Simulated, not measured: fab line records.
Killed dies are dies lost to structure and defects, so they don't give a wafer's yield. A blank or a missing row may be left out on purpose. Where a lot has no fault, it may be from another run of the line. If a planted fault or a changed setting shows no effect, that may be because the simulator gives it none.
Which tool is to blame? / flow nand-harc / 7 lots (21 wafers sampled), 1 step of a 1302-step route

WHAT THE GAUGES READ, wafer by wafer
NHARC_P_BONDPAD_THK_MEAS_33: measures by ellipsometry.
lot=L499; measured=day 7 02:20; on=film-metro-01; thk-nm (nm)=202.1 201.1 199.6
lot=L501; measured=day 8 00:01; on=film-metro-01; thk-nm (nm)=202.0 199.4 199.3
lot=L504; measured=day 9 04:53; on=film-metro-02; thk-nm (nm)=200.4 200.8 198.8
lot=L506; measured=day 9 16:40; on=film-metro-02; thk-nm (nm)=200.2 201.7 199.8
lot=L509; measured=day 10 23:15; on=film-metro-02; thk-nm (nm)=201.0 203.4 201.9
lot=L511; measured=day 12 16:02; on=film-metro-01; thk-nm (nm)=198.4 198.2 198.7
lot=L519; measured=day 15 08:30; on=film-metro-01; thk-nm (nm)=202.6 204.3 203.9

EACH LOT AND THE TOOL THAT RAN IT (in order: tool; ch and the chambers of the sampled wafers; start)
Before these readings, the record contains no process step.

THE ANSWER, worked out from the rows above alone
Rule: the usual values come from the lots themselves. Put in order of their means at a reading, lots are off if they are a third of the lots or fewer, leave a main group of 4 or more, and stand apart from it by a gap of 3 or more times the standard deviation of the main group's means; of several such gaps the widest counts. A main group is skipped when, at the precision printed for the reading in the tables above, its means are all equal. Also off: a lot with no number at a reading for which 4 or more lots have one. Where the step has rows for the other lots, those lots are counted as sound.
None of the lots is off at any reading shown; this tells nothing.

WHAT THE SIMULATOR PUT IN
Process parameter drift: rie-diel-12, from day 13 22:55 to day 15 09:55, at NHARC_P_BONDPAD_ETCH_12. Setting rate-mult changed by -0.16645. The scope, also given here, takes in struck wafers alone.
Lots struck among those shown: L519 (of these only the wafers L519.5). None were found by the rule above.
